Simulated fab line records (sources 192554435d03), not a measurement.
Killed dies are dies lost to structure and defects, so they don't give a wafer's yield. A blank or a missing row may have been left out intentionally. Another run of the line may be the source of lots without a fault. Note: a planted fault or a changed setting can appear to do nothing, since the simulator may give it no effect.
fab line records | flow n5Finfet
record lots=7 | wafers=39
route steps=1938 shown FIN_SAQP@100 SD_EPI_P@312 BEOL_M0_SAQP@634 BEOL_M1@751 BEOL_M3@980
startH: start of the lot's first displayed wafer, in hours after the record's first day | waitH: hours elapsed since this lot's preceding step | " the same as in the row above | L1.1+2: a single row standing in for several wafers | - no value, or no start was given | * or withheld: withheld | < > ~ a bound
route shown NAME@n: names a module that has steps shown in the file, with the first one's number in the route | usual: mean/standard deviation taken from wafers without a fault | same: alike in all rows | chamber/n: place in a boat | sites: each site's reading | _std_site: the values' standard deviation | _edge_site: outer sites' mean less inner sites' | radiusMm: how far each site lies from the wafer's centre | mask NAME#n: copy n | behind: tool/chamber where the wafer was last shaped | hold: cause of the lot's hold/its duration in hours/its outcome | device: the n, p or np transistor that did not switch | end of line: the tests these same wafers got at the end of their route | for a step that has no rows: nothing shown but its recipe | killed: at the first sort, the dies lost to defects and structure; wafer yield is something else | map: dies across one wafer; x = killed, . = not, _ = none there
set.NAME: the setting the step ran with; set.NAME@STEP: the setting that earlier step ran with | model.NAME: the simulator's own value behind a step, which no gauge read
lots with deliberately changed settings; one table per step, one row per wafer
## steps
# step N5_FIN_SAQP_PECVD_06
# recipe material=a-Si | targetThkA=600 | tempC=400 | precursor=SiH4/He | pressureTorr=3 | rfW=100 | timeS=48.1
lot.wafer | tool     | chamber | startH | waitH | set.timeS | model.a-Si_of_FIN_SAQP_PECVD_06.thkNm
L074.1    | pecvd-04 | 2       | 21.85  | 0.0   | 35.23     | 42.81
L074.2    | "        | 0       | "      | "     | 48.1      | 59.56
L074.3    | "        | 1       | "      | "     | 35.23     | 42.47
L074.4    | "        | 0       | "      | "     | 48.1      | 59.78
L074.5    | "        | 1       | "      | "     | 35.23     | 43.68
L074.6    | "        | 2       | "      | "     | 48.1      | 59.99
L075.1    | pecvd-02 | 2       | 26.79  | 0.0   | 48.1      | 60.08
L075.2    | "        | 0       | "      | "     | 24.66     | 30.28
L075.3    | "        | 1       | "      | "     | 24.66     | 30.32
L075.4    | "        | 0       | "      | "     | 48.1      | 60.82
L075.5    | "        | 2       | "      | "     | 48.1      | 61
L075.6    | "        | 1       | "      | "     | 24.66     | 30.79
L076.1    | pecvd-04 | 1       | 34.27  | 0.0   | 48.1      | 59.32
L076.2    | "        | 2       | "      | "     | 27.72     | 34.12
L076.3    | "        | 0       | "      | "     | 48.1      | 59.33
L076.4    | "        | 0       | "      | "     | 27.72     | 34.39
L076.5    | "        | 1       | "      | "     | 48.1      | 60.55
L076.6    | "        | 2       | "      | "     | 27.72     | 34.37
L079.1    | pecvd-02 | 1       | 51.10  | 0.0   | 22.6      | 27.73
L079.2    | "        | 0       | "      | "     | 22.6      | 27.7
L079.3    | "        | 2       | "      | "     | 22.6      | 27.16
L079.4    | "        | 0       | "      | "     | 48.1      | 60.09
L079.5    | "        | 2       | "      | "     | 48.1      | 60.2
L079.6    | "        | 1       | "      | "     | 48.1      | 60.79
L086.1    | pecvd-04 | 0       | 97.16  | 0.0   | 48.1      | 59.46
L086.2    | "        | 2       | "      | "     | 33.63     | 40.93
L086.3    | "        | 1       | "      | "     | 33.63     | 41.14
L086.4    | "        | 0       | "      | "     | 48.1      | 60.46
L086.5    | "        | 2       | "      | "     | 33.63     | 41.87
L086.6    | "        | 1       | "      | "     | 48.1      | 60.66
L092.1    | pecvd-02 | 2       | 129.16 | 0.0   | 48.1      | 59.88
L092.5    | "        | 2       | "      | "     | 48.1      | 60.4
L092.6    | "        | 0       | "      | "     | 48.1      | 59.98
L097.1    | pecvd-04 | 0       | 159.57 | 0.0   | 48.1      | 57.99
L097.2    | "        | 1       | "      | "     | 48.1      | 59.41
L097.3    | "        | 2       | "      | "     | 30.1      | 35.96
L097.4    | "        | 1       | "      | "     | 30.1      | 36.19
L097.5    | "        | 0       | "      | "     | 30.1      | 36.6
L097.6    | "        | 2       | "      | "     | 48.1      | 58.94
# step N5_FIN_SAQP_THK_MEAS_07
# usual thkNm=59.9/0.73
lot.wafer | tool         | chamber | startH | waitH | set.timeS@FIN_SAQP_PECVD_06 | thkNm
L074.1    | filmMetro-01 | -       | 21.94  | 0.1   | 35.23                       | 42.8
L074.2    | "            | -       | "      | "     | 48.1                        | 59.5
L074.3    | "            | -       | "      | "     | 35.23                       | 42.4
L074.4    | "            | -       | "      | "     | 48.1                        | 59.8
L074.5    | "            | -       | "      | "     | 35.23                       | 43.7
L074.6    | "            | -       | "      | "     | 48.1                        | 60.0
L075.1    | filmMetro-01 | -       | 26.88  | 0.1   | 48.1                        | 60.1
L075.2    | "            | -       | "      | "     | 24.66                       | 30.3
L075.3    | "            | -       | "      | "     | 24.66                       | 30.3
L075.4    | "            | -       | "      | "     | 48.1                        | 60.8
L075.5    | "            | -       | "      | "     | 48.1                        | 61.0
L075.6    | "            | -       | "      | "     | 24.66                       | 30.8
L076.1    | filmMetro-01 | -       | 34.36  | 0.1   | 48.1                        | 59.3
L076.2    | "            | -       | "      | "     | 27.72                       | 34.1
L076.3    | "            | -       | "      | "     | 48.1                        | 59.3
L076.4    | "            | -       | "      | "     | 27.72                       | 34.4
L076.5    | "            | -       | "      | "     | 48.1                        | 60.5
L076.6    | "            | -       | "      | "     | 27.72                       | 34.4
L079.1    | filmMetro-02 | -       | 51.19  | 0.1   | 22.6                        | 27.7
L079.2    | "            | -       | "      | "     | 22.6                        | 27.7
L079.3    | "            | -       | "      | "     | 22.6                        | 27.1
L079.4    | "            | -       | "      | "     | 48.1                        | 60.1
L079.5    | "            | -       | "      | "     | 48.1                        | 60.1
L079.6    | "            | -       | "      | "     | 48.1                        | 60.8
L086.1    | filmMetro-02 | -       | 97.25  | 0.1   | 48.1                        | 59.4
L086.2    | "            | -       | "      | "     | 33.63                       | 40.9
L086.3    | "            | -       | "      | "     | 33.63                       | 41.1
L086.4    | "            | -       | "      | "     | 48.1                        | 60.5
L086.5    | "            | -       | "      | "     | 33.63                       | 41.9
L086.6    | "            | -       | "      | "     | 48.1                        | 60.6
L092.1    | filmMetro-01 | -       | 129.24 | 0.1   | 48.1                        | 59.9
L092.5    | "            | -       | "      | "     | 48.1                        | 60.4
L092.6    | "            | -       | "      | "     | 48.1                        | 60.0
L097.1    | filmMetro-01 | -       | 159.66 | 0.1   | 48.1                        | 58.0
L097.2    | "            | -       | "      | "     | 48.1                        | 59.4
L097.3    | "            | -       | "      | "     | 30.1                        | 36.0
L097.4    | "            | -       | "      | "     | 30.1                        | 36.2
L097.5    | "            | -       | "      | "     | 30.1                        | 36.6
L097.6    | "            | -       | "      | "     | 48.1                        | 58.9
# step N5_FIN_SAQP_HM_DEP_72
# recipe material=SiO2 | targetThkA=120 | tempC=400 | precursor=SiH4/N2O | pressureTorr=0.75 | rfW=275 | timeS=7.2
# step N5_FIN_SAQP_COAT_49
# recipe resist=SOC | tempC=250 | timeS=60 | spinRpm=1500 | resistThkNm=100
# step N5_FIN_SAQP_HM_OPEN_73
# recipe chemistry=CHF3/O2 | target=SiO2 | stopOn=a-Si | targetDepthA=120 | overEtchFrac=1.8 | maskMaterial=SOC | timeS=16.8 | pressureMtorr=30 | sourceW=650 | biasW=170 | Ar_flow_sccm=200 | CHF3_flow_sccm=50 | O2_flow_sccm=5 | ionEnergyEv=200 | ends=endPoint
# step N5_FIN_SAQP_STRIP_74
# recipe chemistry=CHF3/O2 | resist=SiARC | rfFrequencyHz=6e+07
# step N5_FIN_SAQP_MANDREL_ETCH_22
# recipe targetDepthA=600 | chemistry=HBr/Cl2 | target=a-Si | stopOn=SiNx | btTimeS=10 | overEtchFrac=0.5 | timeS=30 | pressureMtorr=10 | icpW=800 | biasW=75 | HBr_flow_sccm=150 | Cl2_flow_sccm=80 | ends=endPoint
# usual oesProductAu=0.765/0.012
lot.wafer | tool     | chamber | startH | waitH | set.timeS@FIN_SAQP_PECVD_06 | oesProductAu | model.etch.depthNm
L074.1    | rieSi-02 | 1       | 22.68  | 0.0   | 35.23                       | 0.635        | 42.78
L074.2    | "        | 3       | "      | "     | 48.1                        | 0.765        | 59.56
L074.3    | "        | 0       | "      | "     | 35.23                       | 0.630        | 42.47
L074.4    | "        | 2       | "      | "     | 48.1                        | 0.752        | 59.78
L074.5    | "        | 0       | "      | "     | 35.23                       | 0.641        | 43.66
L074.6    | "        | 1       | "      | "     | 48.1                        | 0.781        | 59.99
L075.1    | rieSi-05 | 1       | 28.38  | 0.0   | 48.1                        | 0.753        | 60.08
L075.2    | "        | 2       | "      | "     | 24.66                       | 0.541        | 30.23
L075.3    | "        | 0       | "      | "     | 24.66                       | 0.537        | 30.28
L075.4    | "        | 3       | "      | "     | 48.1                        | 0.784        | 60.82
L075.5    | "        | 1       | "      | "     | 48.1                        | 0.766        | 60.95
L075.6    | "        | 0       | "      | "     | 24.66                       | 0.541        | 30.79
L076.1    | rieSi-02 | 3       | 35.22  | 0.0   | 48.1                        | 0.776        | 59.31
L076.2    | "        | 1       | "      | "     | 27.72                       | 0.578        | 34.12
L076.3    | "        | 2       | "      | "     | 48.1                        | 0.748        | 59.28
L076.4    | "        | 0       | "      | "     | 27.72                       | 0.565        | 34.38
L076.5    | "        | 2       | "      | "     | 48.1                        | 0.748        | 60.5
L076.6    | "        | 3       | "      | "     | 27.72                       | 0.576        | 34.37
L079.1    | rieSi-02 | 1       | 52.06  | 0.0   | 22.6                        | 0.524        | 27.73
L079.2    | "        | 3       | "      | "     | 22.6                        | 0.525        | 27.69
L079.3    | "        | 0       | "      | "     | 22.6                        | 0.510        | 27.11
L079.4    | "        | 2       | "      | "     | 48.1                        | 0.745        | 60.05
L079.5    | "        | 2       | "      | "     | 48.1                        | 0.751        | 60.19
L079.6    | "        | 1       | "      | "     | 48.1                        | 0.781        | 60.79
L086.1    | rieSi-05 | 3       | 98.11  | 0.0   | 48.1                        | 0.771        | 59.4
L086.2    | "        | 1       | "      | "     | 33.63                       | 0.610        | 40.93
L086.3    | "        | 0       | "      | "     | 33.63                       | 0.625        | 41.11
L086.4    | "        | 2       | "      | "     | 48.1                        | 0.778        | 60.45
L086.5    | "        | 3       | "      | "     | 33.63                       | 0.633        | 41.81
L086.6    | "        | 2       | "      | "     | 48.1                        | 0.776        | 60.66
L092.1    | rieSi-06 | 0       | 130.11 | 0.0   | 48.1                        | 0.757        | 59.88
L092.5    | "        | 0       | "      | "     | 48.1                        | 0.758        | 60.35
L092.6    | "        | 3       | "      | "     | 48.1                        | 0.751        | 59.98
L097.1    | rieSi-05 | 1       | 160.53 | 0.0   | 48.1                        | 0.740        | 57.96
L097.2    | "        | 2       | "      | "     | 48.1                        | 0.780        | 59.41
L097.3    | "        | 3       | "      | "     | 30.1                        | 0.603        | 35.96
L097.4    | "        | 0       | "      | "     | 30.1                        | 0.589        | 36.19
L097.5    | "        | 0       | "      | "     | 30.1                        | 0.597        | 36.6
L097.6    | "        | 3       | "      | "     | 48.1                        | 0.766        | 58.94
# step N5_SD_EPI_P_ETCH_16
# recipe chemistry=CHF3/O2 | target=SiO2 | targetDepthA=50 | maskMaterial=SOC | pressureMtorr=30 | sourceW=650 | biasW=170 | Ar_flow_sccm=200 | CHF3_flow_sccm=50 | O2_flow_sccm=5 | ionEnergyEv=200
lot.wafer | tool       | chamber | startH | waitH | set.targetDepthA | model.etch.depthNm | model.SiARC_of_SD_EPI_P_COAT_35.thkNm
L074.1    | rieDiel-01 | 2       | 55.29  | 0.1   | 50               | 5.028              | 12
L074.2    | "          | 1       | "      | "     | 73.09            | 7.335              | 9.8
L074.3    | "          | 3       | "      | "     | 50               | 5.073              | 11.4
L074.4    | "          | 0       | "      | "     | 73.09            | 7.402              | 9.4
L074.5    | "          | 1       | "      | "     | 73.09            | 7.365              | 9.8
L074.6    | "          | 2       | "      | "     | 50               | 4.964              | 11.8
L075.1    | rieDiel-06 | 0       | 60.57  | 0.1   | 28.11            | 2.881              | 12.6
L075.2    | "          | 1       | "      | "     | 50               | 4.893              | 12
L075.3    | "          | 3       | "      | "     | 28.11            | 2.795              | 13.2
L075.4    | "          | 2       | "      | "     | 50               | 5.034              | 11.4
L075.5    | "          | 2       | "      | "     | 50               | 5.017              | 11.2
L075.6    | "          | 3       | "      | "     | 28.11            | 2.774              | 13.4
L076.1    | rieDiel-06 | 0       | 65.59  | 0.1   | 50               | 5.112              | 10.8
L076.2    | "          | 3       | "      | "     | 24.62            | 2.425              | 13.6
L076.3    | "          | 2       | "      | "     | 50               | 5.016              | 11.4
L076.4    | "          | 1       | "      | "     | 24.62            | 2.425              | 13.8
L076.5    | "          | 1       | "      | "     | 24.62            | 2.412              | 13.6
L076.6    | "          | 2       | "      | "     | 50               | 5.04               | 11.2
L079.1    | rieDiel-03 | 3       | 83.69  | 0.1   | 50               | 4.934              | 12.2
L079.2    | "          | 2       | "      | "     | 50               | 4.917              | 12
L079.3    | "          | 0       | "      | "     | 64.3             | 6.31               | 11.2
L079.4    | "          | 1       | "      | "     | 50               | 4.942              | 12
L079.5    | "          | 1       | "      | "     | 64.3             | 6.375              | 10.8
L079.6    | "          | 2       | "      | "     | 64.3             | 6.329              | 11
L086.1    | rieDiel-03 | 1       | 131.45 | 0.1   | 50               | 4.988              | 11.8
L086.2    | "          | 2       | "      | "     | 50               | 4.952              | 12
L086.3    | "          | 3       | "      | "     | 50               | 4.905              | 12
L086.4    | "          | 1       | "      | "     | 50               | 5.014              | 12
L086.5    | "          | 3       | "      | "     | 50               | 4.916              | 12.2
L086.6    | "          | 2       | "      | "     | 50               | 5.012              | 11.8
L092.1    | rieDiel-03 | 1       | 161.24 | 0.1   | 50               | 4.972              | 11.6
L092.5    | "          | 1       | "      | "     | 50               | 4.998              | 11.6
L092.6    | "          | 0       | "      | "     | 50               | 4.927              | 12
L097.1    | rieDiel-06 | 2       | 191.42 | 0.1   | 30.07            | 3.012              | 12.8
L097.2    | "          | 1       | "      | "     | 50               | 5.113              | 10.6
L097.3    | "          | 3       | "      | "     | 30.07            | 2.972              | 13.2
L097.4    | "          | 0       | "      | "     | 30.07            | 3.049              | 12.2
L097.5    | "          | 2       | "      | "     | 50               | 4.944              | 11.4
L097.6    | "          | 3       | "      | "     | 50               | 4.959              | 11.6
# step N5_BEOL_M0_SAQP_HM_DEP_02
# recipe material=TiN | targetThkA=120 | tempC=25 | chamberPressurePa=0.49996
lot.wafer      | tool          | chamber | startH | waitH | set.targetThkA | model.TiN_of_BEOL_M0_SAQP_HM_DEP_02.thkNm
L074.1+2+4+6   | pvdSputter-02 | -       | 110.49 | 0.5   | 120            | 12
L074.3+5       | "             | -       | "      | "     | 120            | 11.8
L075.1         | pvdSputter-01 | -       | 117.45 | 2.3   | 177.5          | 18
L075.2+3+5     | "             | -       | "      | "     | 120            | 12
L075.4+6       | "             | -       | "      | "     | 177.5          | 17.8
L076.1+2+3+4+6 | pvdSputter-02 | -       | 122.28 | 1.3   | 120            | 12
L076.5         | "             | -       | "      | "     | 120            | 11.8
L079.1+3+6     | pvdSputter-03 | -       | 138.52 | 2.1   | 97.77          | 9.8
L079.2         | "             | -       | "      | "     | 120            | 12
L079.4+5       | "             | -       | "      | "     | 120            | 11.8
L086.1+2       | pvdSputter-01 | -       | 180.36 | 0.9   | 89.88          | 9
L086.3+4+6     | "             | -       | "      | "     | 120            | 12
L086.5         | "             | -       | "      | "     | 89.88          | 9.2
L092.1         | pvdSputter-01 | -       | 211.33 | 0.0   | 120            | 12.4
L092.5+6       | "             | -       | "      | "     | 120            | 12.2
L097.1+3       | pvdSputter-03 | -       | 241.72 | 1.5   | 78.26          | 8
L097.2+4+6     | "             | -       | "      | "     | 120            | 12
L097.5         | "             | -       | "      | "     | 78.26          | 7.8
# step N5_BEOL_M1_ILD_DEP_00
# recipe material=SiOC | targetThkA=790 | tempC=350 | precursor=DEMS/O2 | pressureTorr=5 | rfW=500 | timeS=15.3
lot.wafer | tool     | chamber | startH | waitH | set.timeS | model.SiOC_of_BEOL_M1_ILD_DEP_00.thkNm
L074.1    | pecvd-01 | 0       | 127.39 | 0.0   | 15.3      | 79
L074.2+4  | "        | 1,0     | "      | "     | 15.3      | 80.2
L074.3    | "        | 2       | "      | "     | 15.3      | 79.2
L074.5    | "        | 1       | "      | "     | 15.3      | 81.4
L074.6    | "        | 2       | "      | "     | 15.3      | 81.2
L075.1    | pecvd-02 | 0       | 130.83 | 0.0   | 15.3      | 76.8
L075.2    | "        | 2       | "      | "     | 15.3      | 76.6
L075.3+4  | "        | 2,0     | "      | "     | 19.39     | 98.4
L075.5    | "        | 0       | "      | "     | 19.39     | 98.2
L075.6    | "        | 2       | "      | "     | 15.3      | 77.2
L076.1+5  | pecvd-03 | 1       | 134.21 | 0.0   | 15.3      | 78.6
L076.2+6  | "        | 2,0     | "      | "     | 6.624     | 34.8
L076.3    | "        | 0       | "      | "     | 6.624     | 34.4
L076.4    | "        | 2       | "      | "     | 15.3      | 79.8
L079.1    | pecvd-01 | 0       | 149.84 | 0.0   | 15.3      | 77.4
L079.2    | "        | 2       | "      | "     | 15.3      | 78.8
L079.3    | "        | 1       | "      | "     | 15.3      | 78
L079.4    | "        | 0       | "      | "     | 15.3      | 79.2
L079.5    | "        | 2       | "      | "     | 15.3      | 80
L079.6    | "        | 1       | "      | "     | 15.3      | 80.2
L086.1    | pecvd-03 | 0       | 197.31 | 0.0   | 15.3      | 77.2
L086.2    | "        | 2       | "      | "     | 15.3      | 79
L086.3    | "        | 1       | "      | "     | 15.3      | 78.4
L086.4    | "        | 0       | "      | "     | 10.29     | 53
L086.5    | "        | 1       | "      | "     | 10.29     | 53.2
L086.6    | "        | 2       | "      | "     | 10.29     | 53.8
L092.1    | pecvd-01 | 0       | 223.80 | 0.0   | 15.3      | 78.8
L092.5    | "        | 0       | "      | "     | 15.3      | 80
L092.6    | "        | 1       | "      | "     | 15.3      | 81.4
L097.1    | pecvd-01 | 0       | 254.53 | 0.0   | 15.3      | 78.8
L097.2    | "        | 2       | "      | "     | 20.98     | 107.8
L097.3    | "        | 1       | "      | "     | 20.98     | 107
L097.4    | "        | 2       | "      | "     | 20.98     | 109.4
L097.5    | "        | 0       | "      | "     | 15.3      | 79
L097.6    | "        | 1       | "      | "     | 15.3      | 80
# step N5_BEOL_M1_THK_MEAS_01
# recipe reads=SiOC_of_BEOL_M1_ILD_DEP_00
# usual M1_ILD_THK=78.9/0.98
lot.wafer | tool         | chamber | startH | waitH | set.timeS@BEOL_M1_ILD_DEP_00 | M1_ILD_THK[nm]
L074.1    | filmMetro-01 | -       | 127.46 | 0.0   | 15.3                         | 79.1
L074.2    | "            | -       | "      | "     | 15.3                         | 80.2
L074.3    | "            | -       | "      | "     | 15.3                         | 79.2
L074.4    | "            | -       | "      | "     | 15.3                         | 80.1
L074.5    | "            | -       | "      | "     | 15.3                         | 81.3
L074.6    | "            | -       | "      | "     | 15.3                         | 81.0
L075.1    | filmMetro-02 | -       | 130.91 | 0.1   | 15.3                         | 76.8
L075.2    | "            | -       | "      | "     | 15.3                         | 76.6
L075.3    | "            | -       | "      | "     | 19.39                        | 98.3
L075.4    | "            | -       | "      | "     | 19.39                        | 98.5
L075.5    | "            | -       | "      | "     | 19.39                        | 98.2
L075.6    | "            | -       | "      | "     | 15.3                         | 77.2
L076.1    | filmMetro-01 | -       | 134.28 | 0.0   | 15.3                         | 78.6
L076.2    | "            | -       | "      | "     | 6.624                        | 34.7
L076.3    | "            | -       | "      | "     | 6.624                        | 34.4
L076.4    | "            | -       | "      | "     | 15.3                         | 79.9
L076.5    | "            | -       | "      | "     | 15.3                         | 78.6
L076.6    | "            | -       | "      | "     | 6.624                        | 34.8
L079.1    | filmMetro-02 | -       | 149.90 | 0.0   | 15.3                         | 77.5
L079.2    | "            | -       | "      | "     | 15.3                         | 78.7
L079.3    | "            | -       | "      | "     | 15.3                         | 78.0
L079.4    | "            | -       | "      | "     | 15.3                         | 79.2
L079.5    | "            | -       | "      | "     | 15.3                         | 80.0
L079.6    | "            | -       | "      | "     | 15.3                         | 80.2
L086.1    | filmMetro-02 | -       | 197.38 | 0.0   | 15.3                         | 77.1
L086.2    | "            | -       | "      | "     | 15.3                         | 79.1
L086.3    | "            | -       | "      | "     | 15.3                         | 78.5
L086.4    | "            | -       | "      | "     | 10.29                        | 53.0
L086.5    | "            | -       | "      | "     | 10.29                        | 53.2
L086.6    | "            | -       | "      | "     | 10.29                        | 53.8
L092.1    | filmMetro-01 | -       | 223.87 | 0.0   | 15.3                         | 78.8
L092.5    | "            | -       | "      | "     | 15.3                         | 80.0
L092.6    | "            | -       | "      | "     | 15.3                         | 81.5
L097.1    | filmMetro-02 | -       | 254.59 | 0.0   | 15.3                         | 78.7
L097.2    | "            | -       | "      | "     | 20.98                        | 107.9
L097.3    | "            | -       | "      | "     | 20.98                        | 107.1
L097.4    | "            | -       | "      | "     | 20.98                        | 109.4
L097.5    | "            | -       | "      | "     | 15.3                         | 79.1
L097.6    | "            | -       | "      | "     | 15.3                         | 79.9
# step N5_BEOL_M3_TRENCH_ETCH_37
# recipe chemistry=C4F6/O2 | targetDepthA=555.55 | target=SiOC | timeS=29.2 | ionEnergyEv=250 | pressureMtorr=30 | sourceW=355 | biasW=185 | Ar_flow_sccm=300 | C4F6_flow_sccm=10 | O2_flow_sccm=10
lot.wafer | tool       | chamber | startH | waitH | set.targetDepthA | model.etch.depthNm | model.BEOL_M3.featureDepthNm | model.TiN_of_BEOL_M3_HM_DEP_02.thkNm
L074.1    | rieDiel-01 | 2       | -      | -     | 555.55           | 55.36              | 55.4                         | 17.4
L074.2    | "          | 3       | "      | "     | 555.55           | 56.34              | 56.4                         | 17.4
L074.3    | "          | 1       | "      | "     | 555.55           | 55.26              | 55.2                         | 17.4
L074.4    | "          | 0       | "      | "     | 555.55           | 56.02              | 56                           | 17.4
L074.5    | "          | 3       | "      | "     | 555.55           | 56.24              | 56.2                         | 17.4
L074.6    | "          | 0       | "      | "     | 555.55           | 56.44              | 56.4                         | 17.4
L075.1    | rieDiel-01 | 1       | -      | -     | 683.9            | 68.55              | 68.6                         | 17
L075.2    | "          | 2       | "      | "     | 555.55           | 55.38              | 55.4                         | 17.6
L075.3    | "          | 0       | "      | "     | 555.55           | 56.61              | 56.6                         | 17.4
L075.4    | "          | 3       | "      | "     | 683.9            | 69.98              | 70                           | 17
L075.5    | "          | 1       | "      | "     | 683.9            | 69.06              | 69                           | 17
L075.6    | "          | 2       | "      | "     | 555.55           | 55.68              | 55.6                         | 17.4
L076.1    | rieDiel-01 | 2       | -      | -     | 555.55           | 55.53              | 55.6                         | 18
L076.2    | "          | 0       | "      | "     | 555.55           | 56.59              | 56.6                         | 18.2
L076.3    | "          | 1       | "      | "     | 555.55           | 55.58              | 55.6                         | 18.2
L076.4    | "          | 3       | "      | "     | 555.55           | 56.91              | 57                           | 18
L076.5    | "          | 3       | "      | "     | 555.55           | 56.51              | 56.6                         | 18.2
L076.6    | "          | 0       | "      | "     | 555.55           | 56.73              | 56.8                         | 18
L079.1    | rieDiel-01 | 0       | -      | -     | 555.55           | 56.56              | 56.6                         | 17.4
L079.2    | "          | 1       | "      | "     | 310.6            | 30.95              | 31                           | 18.4
L079.3    | "          | 3       | "      | "     | 555.55           | 56.05              | 56                           | 17.6
L079.4    | "          | 2       | "      | "     | 555.55           | 55.27              | 55.2                         | 17.6
L079.5    | "          | 1       | "      | "     | 310.6            | 30.99              | 31                           | 18.8
L079.6    | "          | 2       | "      | "     | 310.6            | 30.92              | 31                           | 18.6
L086.1    | rieDiel-03 | 3       | -      | -     | 555.55           | 54.57              | 54.6                         | 17.8
L086.2    | "          | 1       | "      | "     | 555.55           | 55.39              | 55.4                         | 18
L086.3    | "          | 2       | "      | "     | 555.55           | 54.97              | 55                           | 17.8
L086.4    | "          | 0       | "      | "     | 555.55           | 54.65              | 54.6                         | 18
L086.5    | "          | 3       | "      | "     | 555.55           | 54.47              | 54.4                         | 17.8
L086.6    | "          | 0       | "      | "     | 555.55           | 54.85              | 54.8                         | 17.8
L092.1    | rieDiel-06 | 3       | -      | -     | 555.55           | 55.56              | 55.6                         | 17.6
L092.5    | "          | 0       | "      | "     | 555.55           | 57.42              | 57.4                         | 17.6
L092.6    | "          | 1       | "      | "     | 555.55           | 57.64              | 57.6                         | 17.8
L097.1    | rieDiel-01 | 2       | -      | -     | 555.55           | 55.82              | 55.8                         | 17.4
L097.2    | "          | 0       | "      | "     | 555.55           | 55.26              | 55.2                         | 17.2
L097.3    | "          | 1       | "      | "     | 555.55           | 54.79              | 54.8                         | 17.4
L097.4    | "          | 3       | "      | "     | 555.55           | 55.37              | 55.4                         | 17.6
L097.5    | "          | 1       | "      | "     | 555.55           | 54.93              | 55                           | 17.4
L097.6    | "          | 2       | "      | "     | 555.55           | 55.25              | 55.2                         | 17.2
# step N5_BEOL_M3_ETCH_41
# recipe chemistry=CH3F/O2 | target=SiCN | targetDepthA=299 | taperDeg=2 | timeS=52.5 | ionEnergyEv=120 | maskMaterial=TiN | pressureMtorr=30 | sourceW=395 | biasW=75 | Ar_flow_sccm=150 | CH3F_flow_sccm=30 | O2_flow_sccm=20
# step N5_BEOL_M3_STRIP_97
# recipe chemistry=N2/H2 | timeS=10 | powerW=450 | tempC=40 | pressureMtorr=20 | rfFrequencyHz=6e+07 | biasPowerW=7 | n2FlowSccm=200 | h2FlowSccm=200
# step N5_BEOL_M3_OCD_MEAS_38
# usual trenchDepthNm=55.6/0.92
lot.wafer | tool   | chamber | startH | waitH | set.targetDepthA@BEOL_M3_TRENCH_ETCH_37 | trenchDepthNm
L074.1    | ocd-02 | -       | 164.95 | -     | 555.55                                  | 55.8
L074.2    | "      | -       | "      | "     | 555.55                                  | 56.3
L074.3    | "      | -       | "      | "     | 555.55                                  | 54.9
L074.4    | "      | -       | "      | "     | 555.55                                  | 55.9
L074.5    | "      | -       | "      | "     | 555.55                                  | 56.4
L074.6    | "      | -       | "      | "     | 555.55                                  | 56.6
L075.1    | ocd-02 | -       | 165.66 | -     | 683.9                                   | 69.0
L075.2    | "      | -       | "      | "     | 555.55                                  | 56.2
L075.3    | "      | -       | "      | "     | 555.55                                  | 56.6
L075.4    | "      | -       | "      | "     | 683.9                                   | 70.3
L075.5    | "      | -       | "      | "     | 683.9                                   | 69.2
L075.6    | "      | -       | "      | "     | 555.55                                  | 55.4
L076.1    | ocd-02 | -       | 167.47 | -     | 555.55                                  | 56.0
L076.2    | "      | -       | "      | "     | 555.55                                  | 56.7
L076.3    | "      | -       | "      | "     | 555.55                                  | 55.9
L076.4    | "      | -       | "      | "     | 555.55                                  | 56.9
L076.5    | "      | -       | "      | "     | 555.55                                  | 57.0
L076.6    | "      | -       | "      | "     | 555.55                                  | 56.9
L079.1    | ocd-02 | -       | 181.57 | -     | 555.55                                  | 56.2
L079.2    | "      | -       | "      | "     | 310.6                                   | 31.1
L079.3    | "      | -       | "      | "     | 555.55                                  | 55.9
L079.4    | "      | -       | "      | "     | 555.55                                  | 55.6
L079.5    | "      | -       | "      | "     | 310.6                                   | 31.0
L079.6    | "      | -       | "      | "     | 310.6                                   | 31.2
L086.1    | ocd-02 | -       | 229.27 | -     | 555.55                                  | 54.7
L086.2    | "      | -       | "      | "     | 555.55                                  | 55.5
L086.3    | "      | -       | "      | "     | 555.55                                  | 55.2
L086.4    | "      | -       | "      | "     | 555.55                                  | 54.6
L086.5    | "      | -       | "      | "     | 555.55                                  | 54.9
L086.6    | "      | -       | "      | "     | 555.55                                  | 54.9
L092.1    | ocd-01 | -       | 274.01 | -     | 555.55                                  | 55.8
L092.5    | "      | -       | "      | "     | 555.55                                  | 57.2
L092.6    | "      | -       | "      | "     | 555.55                                  | 58.2
L097.1    | ocd-02 | -       | 304.50 | -     | 555.55                                  | 55.9
L097.2    | "      | -       | "      | "     | 555.55                                  | 55.4
L097.3    | "      | -       | "      | "     | 555.55                                  | 54.4
L097.4    | "      | -       | "      | "     | 555.55                                  | 55.5
L097.5    | "      | -       | "      | "     | 555.55                                  | 54.7
L097.6    | "      | -       | "      | "     | 555.55                                  | 55.3
## key
split step=N5_FIN_SAQP_PECVD_06 | setting=timeS | stated=48.1 | by=wafer
response step=N5_FIN_SAQP_PECVD_06 | reading=model.a-Si_of_FIN_SAQP_PECVD_06.thkNm | change=+0.615 | per=1% | r=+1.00
response step=N5_FIN_SAQP_THK_MEAS_07 | reading=thkNm | change=* | per=1% | r=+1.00
response step=N5_FIN_SAQP_MANDREL_ETCH_22 | reading=oesProductAu | change=+0.00459 | per=1% | r=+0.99
response step=N5_FIN_SAQP_MANDREL_ETCH_22 | reading=model.etch.depthNm | change=+0.615 | per=1% | r=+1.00
split step=N5_SD_EPI_P_ETCH_16 | setting=targetDepthA | stated=50 | by=wafer
response step=N5_SD_EPI_P_ETCH_16 | reading=model.etch.depthNm | change=+0.0505 | per=1% | r=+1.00
response step=N5_SD_EPI_P_ETCH_16 | reading=model.SiARC_of_SD_EPI_P_COAT_35.thkNm | change=-0.0424 | per=1% | r=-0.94
split step=N5_BEOL_M0_SAQP_HM_DEP_02 | setting=targetThkA | stated=120 | by=wafer
response step=N5_BEOL_M0_SAQP_HM_DEP_02 | reading=model.TiN_of_BEOL_M0_SAQP_HM_DEP_02.thkNm | change=+0.119 | per=1% | r=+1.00
split step=N5_BEOL_M1_ILD_DEP_00 | setting=timeS | stated=15.3 | by=wafer
response step=N5_BEOL_M1_ILD_DEP_00 | reading=model.SiOC_of_BEOL_M1_ILD_DEP_00.thkNm | change=+0.779 | per=1% | r=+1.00
response step=N5_BEOL_M1_THK_MEAS_01 | reading=M1_ILD_THK | change=+0.781 | per=1% | r=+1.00
split step=N5_BEOL_M3_TRENCH_ETCH_37 | setting=targetDepthA | stated=555.55 | by=wafer
response step=N5_BEOL_M3_TRENCH_ETCH_37 | reading=model.etch.depthNm | change=+0.569 | per=1% | r=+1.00
response step=N5_BEOL_M3_TRENCH_ETCH_37 | reading=model.BEOL_M3.featureDepthNm | change=+0.568 | per=1% | r=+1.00
response step=N5_BEOL_M3_TRENCH_ETCH_37 | reading=model.TiN_of_BEOL_M3_HM_DEP_02.thkNm | change=-0.0233 | per=1% | r=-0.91
response step=N5_BEOL_M3_OCD_MEAS_38 | reading=trenchDepthNm | change=+0.567 | per=1% | r=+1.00
